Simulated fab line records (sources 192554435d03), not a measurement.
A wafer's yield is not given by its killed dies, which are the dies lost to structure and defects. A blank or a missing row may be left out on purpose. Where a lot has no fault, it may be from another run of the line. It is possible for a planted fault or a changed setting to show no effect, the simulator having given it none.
fab line records	flow n5_finfet
record: lots: 7	wafers: 18	last_day: 18
route steps=1938 shown MOL_CONTACT_COAG@532 BEOL_M4@1111 PASSIVATION@1936
lots with no fault: from the same line, run without faults
start_h: hours from the record's first day to the start of the lot's first wafer shown	wait_h: hours elapsed since this lot's preceding step	" repeats the value in the row above	L1.1+2: one row covering several wafers at once	- value missing, or start not given	* or withheld: withheld	< > ~ a bound
route shown NAME@n: NAME is a module with steps in the file, n the number in the route of the first one	usual: average and standard deviation across the fault-free wafers	same: alike in all rows	chamber/n: place in a boat	sites: the reading at each site	_std_site: their standard deviation	_edge_site: outer sites' mean less inner sites'	radius_mm: for every site, how far away it sits from the centre of the wafer	mask NAME#n: copy n	behind: the tool/chamber that last shaped the wafer	hold: why the lot was held/for how many hours/how that ended	device: transistor that didn't switch, given as n, p or np	end of line: tests of these same wafers at the route's end	where a step has no rows: the recipe by itself	killed: at the first sort, the dies lost to defects and structure; wafer yield is something else	map: dies across one wafer; x = killed, . = not, _ = none there
set.NAME: the setting that was run; set.NAME@STEP: the one run at that earlier step	model.NAME: the simulator's own value behind a step, which no gauge read
lots seen at some steps along the route; tables by step, rows by wafer
services: a tool's chamber out of use, with start hour (start_h, from the record's first day; less than 0 if before it), hours out, and reason
== steps ==
step: N5_MOL_CONTACT_COAG_ETCH_106
recipe: chemistry: N2/H2	target: SOC	target_depth_a: 800	overetch_a: 160	mask_material: SiARC	temp_c: 40	time_s: 120	ion_energy_ev: 200	pressure_mtorr: 30	source_w: 840	bias_w: 150	n2_flow_sccm: 200	h2_flow_sccm: 200
step: N5_MOL_CONTACT_COAG_STRIP_107
recipe: chemistry: N2/H2	temp_c: 40	n2_flow_sccm: 200	h2_flow_sccm: 200	rf_frequency_hz: 6e+07
step: N5_MOL_CONTACT_COAG_STRIP_108
recipe: chemistry: N2/H2	temp_c: 40	n2_flow_sccm: 200	h2_flow_sccm: 200	rf_frequency_hz: 6e+07
step: N5_MOL_CONTACT_COAG_CONTACT_ETCH_14
recipe: chemistry: C4F6/O2	target: SiO2	target_depth_a: 275	overetch_a: 85	mask_material: SOC	pressure_mtorr: 30	source_w: 370	bias_w: 185	Ar_flow_sccm: 300	C4F6_flow_sccm: 16	O2_flow_sccm: 10	time_s: 20	ion_energy_ev: 259.6
usual: drypump_motor_current_A: 5.7/0.44	oes_product_au: 0.67/0.076	rf_vpp_V: 692/3.9	showerhead_plenum_p_Torr: 2.85/0.12	throttle_valve_pct: 21.24/0.24
lot.wafer	tool	chamber	start_h	wait_h	drypump_motor_current_A	oes_product_au	rf_hours_counter_h	rf_vpp_V	showerhead_plenum_p_Torr	throttle_valve_pct
L455.2	rie_diel-05	3	114.13	0.0	6.0	0.71	74	698	3.05	21.14
L455.4	"	1	"	"	6.5	0.57	231	688	2.70	21.35
L456.2	rie_diel-04	2	118.10	0.0	6.2	0.61	191	688	2.75	21.56
L456.6	"	3	"	"	5.3	0.62	-	689	2.75	21.39
L461.2	rie_diel-03	2	146.88	0.0	5.2	0.68	113	690	2.80	21.30
L461.6	"	0	"	"	5.5	0.75	-	699	3.07	21.09
L466.1	rie_diel-05	0	176.70	0.0	5.8	0.81	10	691	2.79	20.84
L466.3	"	2	"	"	6.3	0.63	182	688	2.76	21.07
L466.6	"	2	"	"	6.2	0.63	-	688	2.76	21.07
L468.1	rie_diel-04	0	190.96	0.0	5.5	0.80	18	694	2.92	20.78
L468.4	"	2	"	"	6.1	0.59	-	688	2.73	21.59
L468.6	"	0	"	"	5.5	0.80	-	694	2.92	20.78
L473.1	rie_diel-04	3	220.11	0.0	5.3	0.81	9	698	3.08	21.15
L473.4	"	2	"	"	6.2	0.59	231	689	2.73	21.60
L473.5	"	1	"	"	4.9	0.61	-	688	2.75	21.49
L474.1	rie_diel-03	2	232.73	0.0	5.2	0.66	142	690	2.79	21.34
L474.3	"	1	"	"	6.0	0.63	151	688	2.79	21.74
L474.5	"	2	"	"	5.2	0.66	-	689	2.79	21.34
step: N5_MOL_CONTACT_COAG_STRIP_109
recipe: chemistry: C4F6/O2	resist: SiARC	rf_frequency_hz: 6e+07
step: N5_MOL_CONTACT_COAG_ETCH_15
recipe: chemistry: CH3F/O2	target: SiNx	target_depth_a: 70	mask_material: SOC	stop_on: Si:P	over_etch_frac: 0.75	ion_energy_ev: 120	pressure_mtorr: 30	source_w: 395	bias_w: 73	Ar_flow_sccm: 150	CH3F_flow_sccm: 30	O2_flow_sccm: 20
usual: drypump_motor_current_A: 5.7/0.44	oes_product_au: 0.58/0.065	rf_vpp_V: 299/6.7	showerhead_plenum_p_Torr: 1.98/0.088	throttle_valve_pct: 16.31/0.24
lot.wafer	tool	chamber	start_h	wait_h	drypump_motor_current_A	oes_product_au	rf_hours_counter_h	rf_vpp_V	showerhead_plenum_p_Torr	throttle_valve_pct
L455.2	rie_diel-05	3	114.16	0.0	6.0	0.62	74	299	2.12	16.17
L455.4	"	1	"	"	6.5	0.49	231	313	1.87	16.54
L456.2	rie_diel-04	2	118.14	0.0	6.2	0.52	191	284	1.91	16.65
L456.6	"	3	"	"	5.3	0.53	-	299	1.90	16.47
L461.2	rie_diel-03	2	146.91	0.0	5.2	0.58	113	303	1.94	16.33
L461.6	"	0	"	"	5.5	0.64	-	299	2.14	16.07
L466.1	rie_diel-05	0	176.74	0.0	5.8	0.69	10	300	1.94	15.92
L466.3	"	2	"	"	6.2	0.54	182	301	1.91	16.22
L466.6	"	2	"	"	6.2	0.54	-	300	1.91	16.22
L468.1	rie_diel-04	0	191.00	0.0	5.5	0.69	18	293	2.03	15.84
L468.4	"	2	"	"	6.2	0.51	-	285	1.89	16.70
L468.6	"	0	"	"	5.5	0.68	-	295	2.03	15.85
L473.1	rie_diel-04	3	220.15	0.0	5.3	0.70	9	301	2.14	16.07
L473.4	"	2	"	"	6.1	0.50	231	285	1.89	16.70
L473.5	"	1	"	"	4.9	0.53	-	310	1.90	16.55
L474.1	rie_diel-03	2	232.77	0.0	5.2	0.57	142	301	1.93	16.39
L474.3	"	1	"	"	6.0	0.54	151	297	1.93	16.74
L474.5	"	2	"	"	5.2	0.56	-	302	1.93	16.39
step: N5_MOL_CONTACT_COAG_ETCH_110
recipe: chemistry: CF4/O2	target: Si	target_depth_a: 25	time_s: 8	pressure_mtorr: 100	source_w: 200	bias_w: 12	ion_energy_ev: 60	Ar_flow_sccm: 100	cf4_flow_sccm: 100	O2_flow_sccm: 10
usual: cf4_flow_sccm: 100.0/0.33	drypump_motor_current_A: 5.7/0.44	oes_product_au: 0.79/0.1	rf_vpp_V: 128/3.6	showerhead_plenum_p_Torr: 2.20/0.089	throttle_valve_pct: 10.7/0.3
lot.wafer	tool	chamber	start_h	wait_h	cf4_flow_sccm	drypump_motor_current_A	oes_product_au	rf_hours_counter_h	rf_vpp_V	showerhead_plenum_p_Torr	throttle_valve_pct
L455.2	rie_diel-05	3	114.22	0.0	100.1	6.0	0.86	74	128	2.34	10.5
L455.4	"	1	"	"	99.9	6.5	0.64	231	137	2.10	11.2
L456.2	rie_diel-04	2	118.20	0.0	100.1	6.1	0.71	191	121	2.12	11.1
L456.6	"	3	"	"	99.7	5.3	0.75	-	126	2.11	10.9
L461.2	rie_diel-03	2	146.97	0.0	99.8	5.2	0.81	113	129	2.15	10.7
L461.6	"	0	"	"	99.3	5.5	0.92	-	126	2.36	10.3
L466.1	rie_diel-05	0	176.80	0.0	99.5	5.8	0.95	10	129	2.17	10.3
L466.3	"	2	"	"	100.1	6.3	0.74	182	128	2.13	10.7
L466.6	"	2	"	"	99.9	6.3	0.73	-	130	2.13	10.7
L468.1	rie_diel-04	0	191.06	0.0	99.8	5.5	0.98	18	126	2.25	10.2
L468.4	"	2	"	"	100.0	6.1	0.68	-	121	2.11	11.2
L468.6	"	0	"	"	99.9	5.5	0.98	-	125	2.25	10.2
L473.1	rie_diel-04	3	220.21	0.0	100.0	5.4	0.98	9	130	2.36	10.3
L473.4	"	2	"	"	99.9	6.2	0.68	231	121	2.11	11.2
L473.5	"	1	"	"	99.8	4.9	0.69	-	133	2.13	11.1
L474.1	rie_diel-03	2	232.83	0.0	99.9	5.2	0.78	142	129	2.14	10.8
L474.3	"	1	"	"	100.1	6.0	0.75	151	129	2.15	11.1
L474.5	"	2	"	"	100.0	5.2	0.79	-	130	2.14	10.8
step: N5_MOL_CONTACT_COAG_STRIP_98
recipe: chemistry: N2/H2	power_w: 500	temp_c: 40	pressure_mtorr: 50	rf_frequency_hz: 6e+07	overash_fraction: 0.3	bias_power_w: 8	h2_frac: 0.5	n2_flow_sccm: 300	h2_flow_sccm: 300
usual: drypump_motor_current_A: 5.7/0.44	oes_product_au: 0.79/0.098	rf_vpp_V: 54.3/1.6	showerhead_plenum_p_Torr: 3.32/0.15	temp_c: 40.01/0.1	throttle_valve_pct: 18.83/0.27
lot.wafer	tool	chamber	start_h	wait_h	drypump_motor_current_A	oes_product_au	rf_hours_counter_h	rf_vpp_V	showerhead_plenum_p_Torr	temp_c	throttle_valve_pct
L455.2	rie_diel-05	3	114.27	0.0	5.9	0.84	74	57.0	3.57	40.07	18.85
L455.4	"	1	"	"	6.5	0.65	231	52.6	3.16	40.15	18.51
L456.2	rie_diel-04	2	118.25	0.0	6.2	0.71	191	56.7	3.20	39.88	19.40
L456.6	"	3	"	"	5.3	0.73	-	55.3	3.17	39.90	18.76
L461.2	rie_diel-03	2	147.02	0.0	5.2	0.82	113	53.7	3.25	39.95	18.66
L461.6	"	0	"	"	5.5	0.92	-	54.9	3.56	39.98	18.46
L466.1	rie_diel-05	0	176.85	0.0	5.8	0.95	10	54.7	3.28	39.96	18.71
L466.3	"	2	"	"	6.3	0.74	182	55.8	3.24	39.96	18.81
L466.6	"	2	"	"	6.3	0.75	-	53.7	3.24	39.97	18.83
L468.1	rie_diel-04	0	191.10	0.0	5.5	0.96	18	54.2	3.43	40.02	18.98
L468.4	"	2	"	"	6.2	0.69	-	53.1	3.18	39.92	19.43
L468.6	"	0	"	"	5.5	0.95	-	51.7	3.43	40.00	18.95
L473.1	rie_diel-04	3	220.26	0.0	5.3	0.97	9	56.7	3.56	40.05	18.44
L473.4	"	2	"	"	6.2	0.68	231	53.8	3.18	40.03	19.48
L473.5	"	1	"	"	4.9	0.70	-	57.2	3.21	39.96	18.91
L474.1	rie_diel-03	2	232.88	0.0	5.2	0.77	142	54.7	3.23	39.89	18.66
L474.3	"	1	"	"	6.0	0.76	151	54.8	3.19	40.13	18.77
L474.5	"	2	"	"	5.2	0.77	-	54.6	3.23	40.08	18.68
step: N5_MOL_CONTACT_COAG_CD_MEAS_99
recipe: target_cd_nm: 17.2	polarity: opening
usual: cd_nm: 17.1/0.42
lot.wafer	tool	chamber	start_h	wait_h	cd_nm
L455.2	cd_sem-01	-	114.34	-	17.2
L455.4	"	-	"	"	16.9
L456.2	cd_sem-03	-	118.32	-	16.8
L456.6	"	-	"	"	16.8
L461.2	cd_sem-01	-	147.09	-	16.2
L461.6	"	-	"	"	17.2
L466.1	cd_sem-02	-	176.92	-	16.9
L466.3	"	-	"	"	16.9
L466.6	"	-	"	"	16.7
L468.1	cd_sem-02	-	191.17	-	17.0
L468.4	"	-	"	"	16.8
L468.6	"	-	"	"	16.8
L473.1	cd_sem-01	-	220.33	-	16.8
L473.4	"	-	"	"	17.1
L473.5	"	-	"	"	16.8
L474.1	cd_sem-01	-	232.94	-	17.1
L474.3	"	-	"	"	16.7
L474.5	"	-	"	"	17.3
step: N5_MOL_CONTACT_COAG_IMPLANT_129
recipe: species: Ge	energy_kev: 3	dose_cm2: 6e+14	tilt_deg: 0	rotation_deg: 0
step: N5_MOL_CONTACT_COAG_PRECLEAN_111
recipe: chemistry: NF3:NH3	afs_cycles: 1	temp_c: 30	time_s: 20	sublimation_temp_c: 180	sublimation_time_s: 60	pressure_torr: 3	rf_power_w: 30
step: N5_MOL_CONTACT_COAG_TI_SIL_19
recipe: material: Ti	target_thk_a: 42	temp_c: 200	chamber_pressure_pa: 5	power_w: 5000	time_s: 15
step: N5_MOL_CONTACT_COAG_ALD_20
recipe: material: TiN	target_thk_a: 15	temp_c: 400	ald_precursor_family: TiCl4	ald_co_reactant: NH3	pulse_time_s: 1	purge_time_s: 3	co_reactant_purge_time_s: 2	co_reactant_pulse_time_s: 2	ald_cycles: 68	pressure_torr: 3
usual: ald_cycles: 68/0	heater_power_w: 888/90	precursor_pulse_height_rel: 0.995/0.02
same: pulse_time_s: 1	purge_time_s: 3
lot.wafer	tool	chamber	start_h	wait_h	ald_cycles	heater_power_w	precursor_pulse_height_rel	since_wet_clean_h	model.TiN_of_MOL_CONTACT_COAG_ALD_20.thk_nm
L455.2	ald_metal-03	3	115.27	0.1	126	834	1.010	4394	2.8
L455.4	"	1	"	"	68	859	1.003	4394	1.4
L456.2	ald_metal-03	1	118.94	0.1	126	850	0.993	4397	2.8
L456.6	"	3	"	"	126	820	1.020	-	2.8
L461.2	ald_metal-03	1	149.27	0.1	126	838	1.022	4428	2.8
L461.6	"	0	"	"	126	1024	1.009	-	2.8
L466.1	ald_metal-04	2	179.16	0.1	68	864	0.994	1380	1.6
L466.3	"	0	"	"	68	831	0.992	1380	1.6
L466.6	"	1	"	"	68	1140	0.987	-	1.4
L468.1	ald_metal-04	3	192.91	0.1	68	838	0.976	1394	1.6
L468.4	"	0	"	"	68	845	0.966	1394	1.6
L468.6	"	3	"	"	68	825	0.980	-	1.4
L473.1	ald_metal-03	0	221.02	0.1	68	1001	1.013	4499	1.6
L473.4	"	3	"	"	68	806	0.962	4499	1.6
L473.5	"	0	"	"	68	980	1.011	-	1.4
L474.1	ald_metal-03	0	233.85	0.1	68	1015	0.989	4512	1.4
L474.3	"	3	"	"	68	809	0.997	4512	1.6
L474.5	"	3	"	"	68	799	1.002	-	1.6
step: N5_MOL_CONTACT_COAG_SIL_ANNEAL_21
recipe: temp_c: 550	time_s: 60	ambient: N2
usual: lamp_power_pct: 7.7/1.4	lamp_zone_6_pct: 7.6/1.3	wafer_temp_C_max: 552.5/0.55
lot.wafer	tool	chamber	start_h	wait_h	lamp_power_pct	lamp_zone_6_pct	wafer_temp_C_max
L455.2	rtp_anneal-02	0	115.68	0.2	6.2	6.2	552.6
L455.4	"	0	"	"	6.2	6.2	552.7
L456.2	rtp_anneal-02	0	119.45	0.3	6.2	6.2	552.2
L456.6	"	0	"	"	6.2	6.2	553.4
L461.2	rtp_anneal-01	0	149.69	0.2	8.9	8.9	551.5
L461.6	"	0	"	"	8.9	8.9	552.1
L466.1	rtp_anneal-01	0	179.55	0.2	8.9	8.9	552.4
L466.3	"	0	"	"	8.9	8.9	552.2
L466.6	"	0	"	"	8.9	8.9	551.7
L468.1	rtp_anneal-02	0	193.28	0.2	6.2	6.2	552.1
L468.4	"	0	"	"	6.2	6.2	551.7
L468.6	"	0	"	"	6.2	6.2	551.9
L473.1	rtp_anneal-01	0	221.52	0.3	8.9	8.8	552.7
L473.4	"	0	"	"	8.9	8.8	552.5
L473.5	"	0	"	"	8.9	8.8	552.4
L474.1	rtp_anneal-02	0	234.24	0.2	6.2	6.2	552.6
L474.3	"	0	"	"	6.2	6.2	551.5
L474.5	"	0	"	"	6.2	6.2	553.0
step: N5_BEOL_M4_RC_MEAS_101
usual: DIBL_N: 35.0/2.4	DIBL_P: 35.4/2.8	IOFF_N: 0.14/0.045	IOFF_P: 0.20/0.048	ION_N: 667/19	ION_P: 460/11	SS_N: 71.2/0.71	SS_P: 73.1/0.86	VT_N: 252/4.6	VT_P: -251/3.4
lot.wafer	tool	chamber	start_h	wait_h	DIBL_N[mV/V]	DIBL_P[mV/V]	IOFF_N[nA/um]	IOFF_P[nA/um]	ION_N[uA/um]	ION_P[uA/um]	SS_N[mV/dec]	SS_P[mV/dec]	VT_N[mV]	VT_P[mV]
L455.2	prober-01	0	185.67	0.2	33.6	34.5	0.11	0.18	668	467	70.5	72.4	253	-252
L455.4	"	0	"	"	41.9	43.1	0.30	0.35	703	477	73.3	75.1	239	-244
L456.2	prober-02	0	195.88	0.2	35.5	35.6	0.18	0.22	697	476	70.5	73.4	247	-249
L456.6	"	0	"	"	35.7	36.4	0.19	0.23	686	464	71.5	73.9	247	-249
L461.2	prober-02	0	226.81	0.2	31.7	30.9	0.09	0.13	628	438	71.0	71.4	260	-259
L461.6	"	0	"	"	33.7	33.4	0.12	0.16	652	451	70.4	72.2	254	-253
L466.1	prober-02	0	258.96	0.0	38.1	37.4	0.20	0.21	696	471	71.4	73.4	246	-251
L466.3	"	0	"	"	37.3	36.2	0.16	0.20	662	454	71.0	73.3	251	-250
L466.6	"	0	"	"	36.2	34.7	0.14	0.17	652	446	71.0	73.1	254	-253
L468.1	prober-01	0	276.08	0.0	32.2	33.7	0.11	0.16	655	454	70.8	72.1	254	-256
L468.4	"	0	"	"	34.4	36.0	0.14	0.20	644	442	71.6	73.3	255	-254
L468.6	"	0	"	"	35.4	38.1	0.16	0.23	652	453	71.9	74.1	249	-250
L473.1	prober-02	0	302.25	0.0	30.8	33.0	0.10	0.14	656	461	70.8	72.5	255	-255
L473.4	"	0	"	"	34.7	37.7	0.15	0.20	674	461	71.4	73.3	248	-251
L473.5	"	0	"	"	31.4	33.8	0.11	0.16	672	471	70.4	73.0	253	-255
L474.1	prober-01	0	311.26	0.0	38.3	40.4	0.22	0.30	695	475	71.2	74.0	247	-246
L474.3	"	0	"	"	33.8	34.3	0.12	0.17	655	451	70.8	72.2	256	-253
L474.5	"	0	"	"	36.6	38.4	0.18	0.25	695	475	71.8	74.2	247	-248
step: N5_PASSIVATION_PROBE_49
usual: defect_limited_yield: 91.7/1.4	killed_at_M0_to_M3: 32/9.7	killed_at_M4_up: 14/5.5	killed_at_contacts: 13/6.1	killed_at_front_end: 35/10	killed_at_other: 4.2/2.9	killed_dies: 98/17	killed_open: 63/12	killed_short: 32/7.7	sort_bin_4_leakage: 0.0/0.33	sort_bin_5_function: 4.8/0.9	sort_bin_6_memory: 3.1/0.63	sort_bin_8_speed: 1/3.3	sort_n_pass: 1073/41	sort_yield_pct: 91/3.5
same: gross_dies: 1180	killed_at_back_side: 0
lot.wafer	tool	chamber	start_h	wait_h	defect_limited_yield[%]	killed_at_M0_to_M3	killed_at_M4_up	killed_at_contacts	killed_at_front_end	killed_at_other	killed_dies	killed_open	killed_short	sort_bin_4_leakage[%]	sort_bin_5_function[%]	sort_bin_6_memory[%]	sort_bin_8_speed[%]	sort_n_pass	sort_yield_pct[%]
L455.2	prober-02	-	291.53	0.1	90.0	54	12	12	32	8	118	78	40	0	5.8	3.7	0	1062	90
L455.4	prober-02	-	291.63	0.2	91.5	30	12	15	37	6	100	68	32	0.3	5.5	2.6	0	1076	91
L456.2	prober-01	-	292.32	0.1	93.4	26	9	9	33	1	78	58	15	0	4.2	1.7	0	1102	93
L456.6	prober-01	-	292.52	0.3	90.1	30	24	24	39	0	117	79	29	0	5.3	3.7	0	1063	90
L461.2	prober-02	-	319.76	0.1	91.3	38	8	5	51	1	103	67	25	0	4.7	3.1	11	948	80
L461.6	prober-02	-	319.96	0.3	88.8	40	19	19	49	5	132	82	46	0	6.8	3.8	0	1048	89
L466.1	prober-01	-	371.14	0.0	93.8	26	12	17	16	2	73	45	26	0	3.4	2.5	0	1107	94
L466.3	prober-01	-	371.24	0.1	93.6	18	10	14	32	1	75	52	23	0	3.6	2.5	0	1105	94
L466.6	prober-01	-	371.39	0.3	92.5	28	15	22	21	2	88	64	23	0	4.3	2.9	0	1092	93
L468.1	prober-01	-	383.19	0.0	89.2	29	18	15	56	9	127	93	33	0	6.3	4.3	0	1053	89
L468.4	prober-01	-	383.34	0.2	91.6	23	15	19	32	10	99	73	25	0	5.3	2.8	0	1079	91
L468.6	prober-01	-	383.44	0.3	88.6	31	15	20	67	2	135	88	41	0	6.9	3.7	0	1045	89
L473.1	prober-01	-	414.77	0.0	90.9	32	20	21	31	3	107	70	32	0	5.2	3.6	0	1073	91
L473.4	prober-01	-	414.92	0.2	90.8	33	14	13	43	5	108	71	33	0	5.3	3.7	0	1072	91
L473.5	prober-01	-	414.97	0.2	88.4	53	12	27	41	4	137	85	46	0	6.5	4.7	0	1043	88
L474.1	prober-02	-	427.44	0.0	93.1	20	10	5	42	5	82	52	25	0	4.2	2.5	0	1098	93
L474.3	prober-02	-	427.54	0.1	90.8	29	23	2	47	8	109	58	39	0	4.2	3.7	0	1071	91
L474.5	prober-02	-	427.64	0.2	90.8	26	15	9	56	3	109	68	35	0	4.9	3.8	0	1071	91
killed by level:class
L455.2 BEOL_M3:geometric_particle:open=14 MOL_CONTACT_COAG:geometric_particle:open=12 BEOL_M0_SAQP:geometric_particle:short=10 STI_FIN_REVEAL:geometric_particle:open=9 BEOL_M0_SAQP:geometric_particle:open=7 BEOL_M2:geometric_particle:open=7 FIN_SAQP:geometric_particle:short=6 BEOL_M1:geometric_particle:open=6
L455.4 FIN_SAQP:geometric_particle:short=11 MOL_CONTACT_COAG:geometric_particle:open=10 STI_FIN_REVEAL:geometric_particle:open=9 BEOL_M2:geometric_particle:open=7 BEOL_M0_SAQP:geometric_particle:open=7 MOL_CONTACT_COAG:geometric_particle:short=5 BEOL_M4:geometric_particle:open=5 BEOL_M7:geometric_particle:open=5
L456.2 STI_FIN_REVEAL:geometric_particle:open=15 MOL_CONTACT_COAG:geometric_particle:open=8 BEOL_M2:geometric_particle:open=7 BEOL_M3:geometric_particle:open=6 HKMG_FIN:area_etch=5 BEOL_M0_SAQP:geometric_particle:open=4 BEOL_M4:geometric_particle:open=4 DUMMY_GATE:geometric_particle:open=3
L456.6 MOL_CONTACT_COAG:geometric_particle:open=18 BEOL_M4:geometric_particle:open=11 HKMG_FIN:area_etch=9 BEOL_M3:geometric_particle:open=8 FIN_SAQP:geometric_particle:open=6 MOL_CONTACT_COAG:geometric_particle:short=6 BEOL_M1:geometric_particle:open=6 BEOL_M0_SAQP:geometric_particle:open=6
L461.2 STI_FIN_REVEAL:geometric_particle:open=20 BEOL_M1:geometric_particle:open=8 BEOL_M3:geometric_particle:open=8 HKMG_FIN:area_etch=8 DUMMY_GATE:geometric_particle:open=6 BEOL_M0_SAQP:geometric_particle:short=5 BEOL_M0:geometric_particle:open=5 BEOL_M2:geometric_particle:open=4
L461.6 MOL_CONTACT_COAG:geometric_particle:open=16 BEOL_M2:geometric_particle:open=12 FIN_SAQP:geometric_particle:open=11 BEOL_M0_SAQP:geometric_particle:short=8 STARTING-WAFER:geometric_particle:short=8 BEOL_M3:geometric_particle:open=7 STI_FIN_REVEAL:geometric_particle:short=5 STI_FIN_REVEAL:geometric_particle:open=5
L466.1 MOL_CONTACT_COAG:geometric_particle:open=13 BEOL_M0_SAQP:geometric_particle:short=11 BEOL_M0_SAQP:geometric_particle:open=5 STI_FIN_REVEAL:geometric_particle:open=4 MOL_CONTACT_COAG:geometric_particle:short=4 BEOL_M3:geometric_particle:open=4 BEOL_M8:geometric_particle:open=3 STARTING-WAFER:geometric_particle:open=3
L466.3 MOL_CONTACT_COAG:geometric_particle:open=12 DUMMY_GATE:geometric_particle:open=7 FIN_SAQP:geometric_particle:open=5 BEOL_M0_SAQP:geometric_particle:short=5 STI_FIN_REVEAL:geometric_particle:open=4 DUMMY_GATE:geometric_particle:short=4 BEOL_M0_SAQP:geometric_particle:open=4 BEOL_M2:geometric_particle:open=4
L466.6 MOL_CONTACT_COAG:geometric_particle:open=17 BEOL_M2:geometric_particle:open=10 DUMMY_GATE:geometric_particle:open=7 BEOL_M4:geometric_particle:open=7 MOL_CONTACT_COAG:geometric_particle:short=5 BEOL_M0_SAQP:geometric_particle:short=5 BEOL_M5:geometric_particle:open=4 FIN_SAQP:geometric_particle:short=3
L468.1 STI_FIN_REVEAL:geometric_particle:open=23 MOL_CONTACT_COAG:geometric_particle:open=14 BEOL_M0_SAQP:geometric_particle:open=8 GATE_CUT:geometric_particle:short=7 BEOL_M2:geometric_particle:open=7 BEOL_M3:geometric_particle:open=7 BEOL_M5:geometric_particle:open=7 FIN_SAQP:geometric_particle:open=5
L468.4 MOL_CONTACT_COAG:geometric_particle:open=14 DUMMY_GATE:geometric_particle:open=10 STI_FIN_REVEAL:geometric_particle:open=7 BEOL_M1:geometric_particle:open=6 BEOL_M0_SAQP:geometric_particle:open=6 BEOL_M4:geometric_particle:open=6 MOL_CONTACT_COAG:geometric_particle:short=5 BEOL_M0_SAQP:geometric_particle:short=4
L468.6 FIN_SAQP:geometric_particle:open=16 MOL_CONTACT_COAG:geometric_particle:open=14 STI_FIN_REVEAL:geometric_particle:open=11 DUMMY_GATE:geometric_particle:open=9 FIN_SAQP:geometric_particle:short=8 BEOL_M0_SAQP:geometric_particle:open=8 BEOL_M0_SAQP:geometric_particle:short=7 BEOL_M1:geometric_particle:open=7
L473.1 MOL_CONTACT_COAG:geometric_particle:open=18 BEOL_M3:geometric_particle:open=10 BEOL_M0_SAQP:geometric_particle:short=7 BEOL_M4:geometric_particle:open=5 STI_FIN_REVEAL:geometric_particle:open=4 ILD0:geometric_particle:open=4 BEOL_M2:geometric_particle:open=4 BEOL_M5:geometric_particle:open=4
L473.4 MOL_CONTACT_COAG:geometric_particle:open=12 FIN_SAQP:geometric_particle:open=10 FIN_SAQP:geometric_particle:short=7 DUMMY_GATE:geometric_particle:open=6 BEOL_M1:geometric_particle:short=6 BEOL_M2:geometric_particle:open=6 STI_FIN_REVEAL:geometric_particle:open=5 GATE_CUT:geometric_particle:open=5
L473.5 MOL_CONTACT_COAG:geometric_particle:open=20 BEOL_M0_SAQP:geometric_particle:open=12 GATE_CUT:geometric_particle:short=11 BEOL_M0_SAQP:geometric_particle:short=11 BEOL_M3:geometric_particle:open=11 MOL_CONTACT_COAG:geometric_particle:short=7 BEOL_M1:geometric_particle:open=6 BEOL_M2:geometric_particle:open=6
L474.1 FIN_SAQP:geometric_particle:open=15 FIN_SAQP:geometric_particle:short=12 BEOL_M3:geometric_particle:open=6 MOL_CONTACT_COAG:geometric_particle:open=4 BEOL_M0_SAQP:geometric_particle:open=4 BEOL_M1:geometric_particle:open=4 DUMMY_GATE:geometric_particle:open=3 GATE_CUT:geometric_particle:short=3
L474.3 STI_FIN_REVEAL:geometric_particle:open=10 FIN_SAQP:geometric_particle:open=9 FIN_SAQP:geometric_particle:short=8 HKMG_FIN:area_etch=8 BEOL_M0_SAQP:geometric_particle:short=7 DUMMY_GATE:geometric_particle:open=6 BEOL_M5:geometric_particle:open=6 BEOL_M0_SAQP:geometric_particle:open=5
L474.5 FIN_SAQP:geometric_particle:short=17 FIN_SAQP:geometric_particle:open=16 BEOL_M3:geometric_particle:open=10 BEOL_M4:geometric_particle:open=9 MOL_CONTACT_COAG:geometric_particle:open=6 DUMMY_GATE:geometric_particle:open=5 BEOL_M0_SAQP:geometric_particle:short=5 BEOL_M0_SAQP:geometric_particle:open=5
== services ==
tool	chamber	start_h	hours	kind
ald_metal-04	-	105.89	2.8	pm
rie_diel-03	1	106.97	6.5	repair
ald_metal-03	3	107.61	5.6	repair
ald_metal-03	-	117.21	1.4	repair
rie_diel-04	1	122.19	9.0	repair
rie_diel-05	0	125.61	4.7	repair
rie_diel-05	0	130.41	-	clean
rie_diel-05	0	130.41	-	consumable_replace:focus_ring
rie_diel-05	0	130.41	26.4	scheduled_down
rie_diel-05	0	130.41	26.4	vent_cycle
rie_diel-04	0	131.49	-	clean
rie_diel-04	0	131.49	-	consumable_replace:focus_ring
rie_diel-04	0	131.49	13.1	scheduled_down
rie_diel-04	0	131.49	13.1	vent_cycle
ald_metal-04	2	142.86	31.6	repair
rie_diel-05	1	160.41	-	clean
rie_diel-05	1	160.41	-	consumable_replace:focus_ring
rie_diel-04	3	174.86	-	clean
rie_diel-04	3	174.86	-	consumable_replace:focus_ring
rie_diel-04	3	174.86	-	consumable_replace:showerhead
rie_diel-04	3	174.86	20.3	scheduled_down
rie_diel-04	3	174.86	20.3	vent_cycle
rie_diel-04	2	201.91	1.7	repair
ald_metal-04	0	202.20	1.8	repair
== key ==
first_sign: step: N5_MOL_CONTACT_COAG_ALD_20	reading: ald_cycles	direction: up	sigmas: 99+	usual: *	struck: *
effect none on later readings
model_effect: step: N5_MOL_CONTACT_COAG_ALD_20	value: TiN_of_MOL_CONTACT_COAG_ALD_20.thk_nm	without: 1.48	struck: 2.8
met_at N5_MOL_CONTACT_COAG_ALD_20
struck_wafers L455.2,L456.2,L456.6,L461.2,L461.6
fault: kind: process_parameter_drift	tool: ald_metal-03	chamber: -	onset_h: 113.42	steps: N5_MOL_CONTACT_COAG_ALD_20	channel: ald_cycles	offset: *	shape: step	end_h: 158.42	scope: struck_wafers_only	acts_in: *	stated: *
